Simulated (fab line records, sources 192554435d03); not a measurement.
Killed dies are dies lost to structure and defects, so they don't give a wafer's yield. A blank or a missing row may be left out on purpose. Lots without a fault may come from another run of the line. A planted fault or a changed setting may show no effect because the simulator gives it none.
Which tool did it? | flow n5_finfet | 24 lots, 72 wafers sampled, at 6 steps of a route of 1938

WHAT THE GAUGES READ, wafer by wafer
N5_BEOL_M14_OCD_MEAS_35.
lot  | measured     | on     | trench_depth_nm (nm)
L076 | day 12 03:10 | ocd-01 | 581 543 545
L077 | day 12 11:01 | ocd-02 | 559 539 556
L075 | day 12 11:57 | ocd-01 | 572 567 551
L079 | day 13 05:33 | ocd-01 | 531 538 542
L078 | day 13 12:50 | ocd-02 | 538 581 576
L080 | day 13 16:23 | ocd-01 | 559 557 554
L081 | day 13 17:36 | ocd-02 | 551 555 553
L074 | day 13 18:11 | ocd-02 | 556 552 557
L082 | day 13 20:04 | ocd-02 | 565 543 537
L084 | day 14 03:38 | ocd-01 | 542 537 539
L083 | day 14 05:40 | ocd-02 | 581 569 547
L085 | day 14 07:19 | ocd-01 | 550 554 552
L086 | day 14 23:01 | ocd-02 | 531 531 529
L087 | day 15 20:44 | ocd-02 | 570 579 572
L088 | day 15 21:13 | ocd-02 | 545 553 541
L089 | day 16 01:31 | ocd-02 | 569 538 533
L091 | day 16 11:53 | ocd-01 | 551 564 562
L090 | day 16 14:26 | ocd-01 | 573 577 536
L092 | day 16 15:32 | ocd-02 | 531 559 575
L093 | day 17 08:25 | ocd-01 | 557 548 559
L094 | day 17 16:34 | ocd-01 | 545 541 583
L095 | day 17 16:53 | ocd-01 | 536 566 542
L096 | day 17 22:21 | ocd-01 | 582 533 562
L097 | day 18 01:00 | ocd-01 | 583 579 542

N5_BEOL_M15_OVL_MEAS_11.
lot  | measured     | on         | V14_OVL (nm)
L076 | day 12 05:53 | overlay-02 | 1 5 2
L077 | day 12 13:28 | overlay-01 | -10 0 -1
L075 | day 12 16:01 | overlay-01 | -4 -3 -8
L079 | day 13 10:24 | overlay-02 | 11 10 6
L078 | day 13 15:58 | overlay-02 | 3 6 3
L080 | day 13 21:01 | overlay-01 | 7 7 3
L081 | day 13 21:46 | overlay-02 | 8 6 6
L074 | day 13 22:10 | overlay-02 | 13 10 7
L082 | day 14 00:06 | overlay-02 | 7 10 1
L084 | day 14 06:49 | overlay-01 | -2 10 13
L083 | day 14 10:24 | overlay-01 | -15 -6 -8
L085 | day 14 12:58 | overlay-02 | -1 1 0
L086 | day 15 02:22 | overlay-01 | 6 6 3
L087 | day 16 00:08 | overlay-01 | 5 4 6
L088 | day 16 00:55 | overlay-01 | 9 8 3
L089 | day 16 07:56 | overlay-01 | 6 1 -1
L091 | day 16 14:20 | overlay-02 | 21 19 10
L090 | day 16 18:35 | overlay-01 | 1 -3 2
L092 | day 16 18:55 | overlay-02 | 17 15 3
L093 | day 17 12:01 | overlay-01 | -4 -5 1
L094 | day 17 21:03 | overlay-02 | 1 -1 -4
L095 | day 17 21:36 | overlay-01 | 9 6 2
L096 | day 18 00:55 | overlay-02 | 11 4 8
L097 | day 18 05:04 | overlay-01 | 2 4 4

WHICH TOOL RAN EACH LOT (tool, then ch and the chambers of the sampled wafers, then the start)
lot  | N5_BEOL_M13_PRE_CLEAN_42     | N5_BEOL_M13_SPUTTER_45       | N5_BEOL_M14_TRENCH_ETCH_34         | N5_BEOL_M14_SPUTTER_45
L076 | pvd_sputter-02, day 11 23:44 | pvd_sputter-02, day 11 23:56 | rie_diel-03 ch 2,3, day 12 03:01   | pvd_sputter-02, day 12 04:05
L077 | pvd_sputter-01, day 12 07:13 | pvd_sputter-01, day 12 07:25 | rie_diel-01 ch 0,1, day 12 10:52   | pvd_sputter-02, day 12 11:38
L075 | pvd_sputter-02, day 12 08:07 | pvd_sputter-02, day 12 08:19 | rie_diel-01 ch 0,1,2, day 12 11:47 | pvd_sputter-01, day 12 14:04
L079 | pvd_sputter-01, day 13 02:00 | pvd_sputter-01, day 13 02:12 | rie_diel-03 ch 1,2, day 13 05:24   | pvd_sputter-03, day 13 07:58
L078 | pvd_sputter-03, day 13 08:17 | pvd_sputter-03, day 13 08:29 | rie_diel-05 ch 0,2, day 13 12:40   | pvd_sputter-02, day 13 13:50
L080 | pvd_sputter-01, day 13 12:54 | pvd_sputter-01, day 13 13:06 | rie_diel-01 ch 1,2, day 13 16:14   | pvd_sputter-03, day 13 19:05
L081 | pvd_sputter-02, day 13 13:14 | pvd_sputter-02, day 13 13:26 | rie_diel-01 ch 2,3, day 13 17:26   | pvd_sputter-02, day 13 19:29
L074 | pvd_sputter-02, day 13 14:10 | pvd_sputter-02, day 13 14:22 | rie_diel-01 ch 1,2, day 13 18:01   | pvd_sputter-01, day 13 19:54
L082 | pvd_sputter-03, day 13 16:00 | pvd_sputter-03, day 13 16:12 | rie_diel-03 ch 0,1,2, day 13 19:55 | pvd_sputter-01, day 13 22:25
L084 | pvd_sputter-03, day 13 23:49 | pvd_sputter-03, day 14 00:01 | rie_diel-03 ch 1,2, day 14 03:28   | pvd_sputter-01, day 14 05:08
L083 | pvd_sputter-03, day 14 02:18 | pvd_sputter-03, day 14 02:30 | rie_diel-03 ch 0,1,3, day 14 05:31 | pvd_sputter-02, day 14 08:36
L085 | pvd_sputter-01, day 14 03:24 | pvd_sputter-01, day 14 03:36 | rie_diel-01 ch 2,3, day 14 07:10   | pvd_sputter-03, day 14 10:41
L086 | pvd_sputter-02, day 14 19:28 | pvd_sputter-02, day 14 19:40 | rie_diel-05 ch 0,3, day 14 22:52   | pvd_sputter-03, day 15 00:42
L087 | pvd_sputter-01, day 15 17:19 | pvd_sputter-01, day 15 17:31 | rie_diel-05 ch 1,2, day 15 20:35   | pvd_sputter-01, day 15 21:37
L088 | pvd_sputter-01, day 15 17:38 | pvd_sputter-01, day 15 17:50 | rie_diel-01 ch 0,2, day 15 21:03   | pvd_sputter-02, day 15 21:48
L089 | pvd_sputter-03, day 15 21:08 | pvd_sputter-03, day 15 21:20 | rie_diel-05 ch 0,1,3, day 16 01:22 | pvd_sputter-03, day 16 06:16
L091 | pvd_sputter-01, day 16 08:17 | pvd_sputter-01, day 16 08:29 | rie_diel-01 ch 0,1,2, day 16 11:44 | pvd_sputter-03, day 16 12:30
L090 | pvd_sputter-01, day 16 10:46 | pvd_sputter-01, day 16 10:58 | rie_diel-05 ch 0,1,2, day 16 14:16 | pvd_sputter-01, day 16 16:20
L092 | pvd_sputter-01, day 16 11:50 | pvd_sputter-01, day 16 12:02 | rie_diel-03 ch 0,2,3, day 16 15:23 | pvd_sputter-03, day 16 16:25
L093 | pvd_sputter-03, day 17 04:32 | pvd_sputter-03, day 17 04:44 | rie_diel-01 ch 0,1, day 17 08:16   | pvd_sputter-03, day 17 09:35
L094 | pvd_sputter-03, day 17 12:56 | pvd_sputter-03, day 17 13:08 | rie_diel-05 ch 0,2,3, day 17 16:25 | pvd_sputter-03, day 17 19:16
L095 | pvd_sputter-01, day 17 13:01 | pvd_sputter-01, day 17 13:13 | rie_diel-03 ch 0,1,2, day 17 16:43 | pvd_sputter-02, day 17 19:27
L096 | pvd_sputter-01, day 17 18:52 | pvd_sputter-01, day 17 19:04 | rie_diel-03 ch 0,2,3, day 17 22:11 | pvd_sputter-02, day 17 23:07
L097 | pvd_sputter-02, day 17 21:34 | pvd_sputter-02, day 17 21:46 | rie_diel-05 ch 0,1,2, day 18 00:51 | pvd_sputter-02, day 18 03:15
- N5_BEOL_M13_PRE_CLEAN_42: time 30 s.
- N5_BEOL_M13_SPUTTER_45: material Cu, target thk 80 nm, time 13.33 s.
- N5_BEOL_M14_TRENCH_ETCH_34: etches SiO2 in C4F8/O2/Ar, target depth 556.65 nm, time 126.9 s.
- N5_BEOL_M14_SPUTTER_45: material Cu, target thk 100 nm, time 16.67 s.

WHAT THE TOOLS THEMSELVES READ (means of the sampled wafers that have a number; where no wafer has one, the mark that the record gives instead)
N5_BEOL_M13_PRE_CLEAN_42.
lot  | tool           | heater_power_w (W)
L076 | pvd_sputter-02 | 288
L077 | pvd_sputter-01 | 330
L075 | pvd_sputter-02 | 345
L079 | pvd_sputter-01 | 327
L078 | pvd_sputter-03 | 306
L080 | pvd_sputter-01 | 321
L081 | pvd_sputter-02 | 318
L074 | pvd_sputter-02 | 373
L082 | pvd_sputter-03 | 305
L084 | pvd_sputter-03 | 307
L083 | pvd_sputter-03 | 297
L085 | pvd_sputter-01 | 324
L086 | pvd_sputter-02 | 343
L087 | pvd_sputter-01 | 314
L088 | pvd_sputter-01 | 314
L089 | pvd_sputter-03 | 314
L091 | pvd_sputter-01 | 324
L090 | pvd_sputter-01 | 323
L092 | pvd_sputter-01 | 322
L093 | pvd_sputter-03 | 294
L094 | pvd_sputter-03 | 312
L095 | pvd_sputter-01 | 327
L096 | pvd_sputter-01 | 324
L097 | pvd_sputter-02 | 344

N5_BEOL_M13_SPUTTER_45.
lot  | tool           | cathode_dc_power_W (W) | throttle_valve_pct (%)
L076 | pvd_sputter-02 | 26003                  | 29.4
L077 | pvd_sputter-01 | 25999                  | 31.1
L075 | pvd_sputter-02 | 26000                  | 29.1
L079 | pvd_sputter-01 | 26003                  | 31.2
L078 | pvd_sputter-03 | 26000                  | 29.7
L080 | pvd_sputter-01 | 25998                  | 30.1
L081 | pvd_sputter-02 | 25996                  | 28.9
L074 | pvd_sputter-02 | 25999                  | 28.7
L082 | pvd_sputter-03 | 26000                  | 29.6
L084 | pvd_sputter-03 | 26000                  | 29.5
L083 | pvd_sputter-03 | 26001                  | 30.2
L085 | pvd_sputter-01 | 26002                  | 30.8
L086 | pvd_sputter-02 | 25998                  | 29.0
L087 | pvd_sputter-01 | 25999                  | 30.2
L088 | pvd_sputter-01 | 26000                  | 29.8
L089 | pvd_sputter-03 | 26002                  | 29.4
L091 | pvd_sputter-01 | 25997                  | 31.1
L090 | pvd_sputter-01 | 26002                  | 30.5
L092 | pvd_sputter-01 | 25997                  | 30.1
L093 | pvd_sputter-03 | 26001                  | 30.0
L094 | pvd_sputter-03 | 26005                  | 29.2
L095 | pvd_sputter-01 | 25999                  | 30.5
L096 | pvd_sputter-01 | 26004                  | 30.5
L097 | pvd_sputter-02 | 25999                  | 28.7

N5_BEOL_M14_TRENCH_ETCH_34.
lot  | tool        | C4F8_flow_sccm (sccm) | drypump_motor_current_A (A) | oes_product_au (a.u.) | rf_vpp_V (V) | showerhead_plenum_p_Torr (Torr) | throttle_valve_pct (%)
L076 | rie_diel-03 | 16.01                 | 5.6                         | 0.81                  | 2248         | 3.54                            | 31.45
L077 | rie_diel-01 | 15.99                 | 5.6                         | 0.80                  | 2244         | 3.47                            | 30.86
L075 | rie_diel-01 | 16.00                 | 5.5                         | 0.77                  | 2245         | 3.49                            | 30.91
L079 | rie_diel-03 | 16.01                 | 5.2                         | 0.74                  | 2241         | 3.45                            | 31.14
L078 | rie_diel-05 | 15.96                 | 5.8                         | 0.80                  | 2228         | 3.52                            | 31.11
L080 | rie_diel-01 | 16.05                 | 5.0                         | 0.74                  | 2243         | 3.51                            | 31.04
L081 | rie_diel-01 | 15.99                 | 5.1                         | 0.70                  | 2253         | 3.53                            | 31.03
L074 | rie_diel-01 | 15.96                 | 5.1                         | 0.77                  | 2241         | 3.49                            | 31.00
L082 | rie_diel-03 | 16.00                 | 5.4                         | 0.73                  | 2241         | 3.47                            | 31.15
L084 | rie_diel-03 | 16.00                 | 5.3                         | 0.73                  | 2240         | 3.44                            | 31.14
L083 | rie_diel-03 | 16.00                 | 5.7                         | 0.80                  | 2208         | 3.55                            | 31.03
L085 | rie_diel-01 | 15.98                 | 5.2                         | 0.68                  | 2260         | 3.54                            | 30.98
L086 | rie_diel-05 | 16.00                 | 5.1                         | 0.76                  | 2208         | 3.51                            | 31.16
L087 | rie_diel-05 | 16.00                 | 5.7                         | 0.80                  | 2181         | 3.40                            | 30.96
L088 | rie_diel-01 | 15.98                 | 5.9                         | 0.73                  | 2247         | 3.47                            | 30.83
L089 | rie_diel-05 | 15.96                 | 5.5                         | 0.77                  | 2176         | 3.40                            | 31.09
L091 | rie_diel-01 | 16.00                 | 5.5                         | 0.74                  | 2243         | 3.47                            | 30.93
L090 | rie_diel-05 | 15.99                 | 5.8                         | 0.78                  | 2187         | 3.41                            | 31.08
L092 | rie_diel-03 | 16.00                 | 5.8                         | 0.76                  | 2227         | 3.54                            | 31.26
L093 | rie_diel-01 | 15.99                 | 5.6                         | 0.76                  | 2241         | 3.45                            | 30.91
L094 | rie_diel-05 | 16.01                 | 5.5                         | 0.77                  | 2217         | 3.50                            | 31.18
L095 | rie_diel-03 | 16.00                 | 5.4                         | 0.71                  | 2240         | 3.46                            | 31.18
L096 | rie_diel-03 | 16.00                 | 5.8                         | 0.75                  | 2226         | 3.53                            | 31.28
L097 | rie_diel-05 | 15.97                 | 5.8                         | 0.77                  | 2186         | 3.40                            | 31.09

N5_BEOL_M14_SPUTTER_45.
lot  | tool           | cathode_dc_power_W (W) | throttle_valve_pct (%)
L076 | pvd_sputter-02 | 25999                  | 29.0
L077 | pvd_sputter-02 | 25999                  | 28.7
L075 | pvd_sputter-01 | 25998                  | 30.7
L079 | pvd_sputter-03 | 26002                  | 29.7
L078 | pvd_sputter-02 | 25999                  | 28.6
L080 | pvd_sputter-03 | 26000                  | 30.2
L081 | pvd_sputter-02 | 25999                  | 28.8
L074 | pvd_sputter-01 | 26002                  | 31.0
L082 | pvd_sputter-01 | 25998                  | 30.5
L084 | pvd_sputter-01 | 25998                  | 30.4
L083 | pvd_sputter-02 | 26001                  | 28.8
L085 | pvd_sputter-03 | 26004                  | 29.4
L086 | pvd_sputter-03 | 26004                  | 29.7
L087 | pvd_sputter-01 | 26001                  | 30.9
L088 | pvd_sputter-02 | 25999                  | 29.4
L089 | pvd_sputter-03 | 26001                  | 29.4
L091 | pvd_sputter-03 | 26001                  | 29.4
L090 | pvd_sputter-01 | 26003                  | 31.1
L092 | pvd_sputter-03 | 25999                  | 30.2
L093 | pvd_sputter-03 | 25999                  | 29.7
L094 | pvd_sputter-03 | 25997                  | 29.8
L095 | pvd_sputter-02 | 25998                  | 29.0
L096 | pvd_sputter-02 | 26003                  | 29.1
L097 | pvd_sputter-02 | 26001                  | 29.2

THE ANSWER, worked out from the rows above alone
Rule: what is usual is taken from the lots themselves. Put in order of their means at a reading, lots are off if they are a third of the lots or fewer, leave a main group of 4 or more, and stand apart from it by a gap of 3 or more times the standard deviation of the main group's means; of several such gaps the widest counts. A main group whose means are all the same, to the digits that the tables above print for the reading, isn't used. A lot without any number at a reading at which 4 lots or more have one is off too. The other lots that the step has rows for count as sound. The gauges are gone through in route order, then the tools' own readings, and for those a lot's mean is taken as printed above. The first step at which some lot is off is used, and at that step the reading that is off furthest; a lot without a number counts as furthest.
No lot is off at any reading shown: from this, nothing can be told.

WHAT THE SIMULATOR HAD PUT IN
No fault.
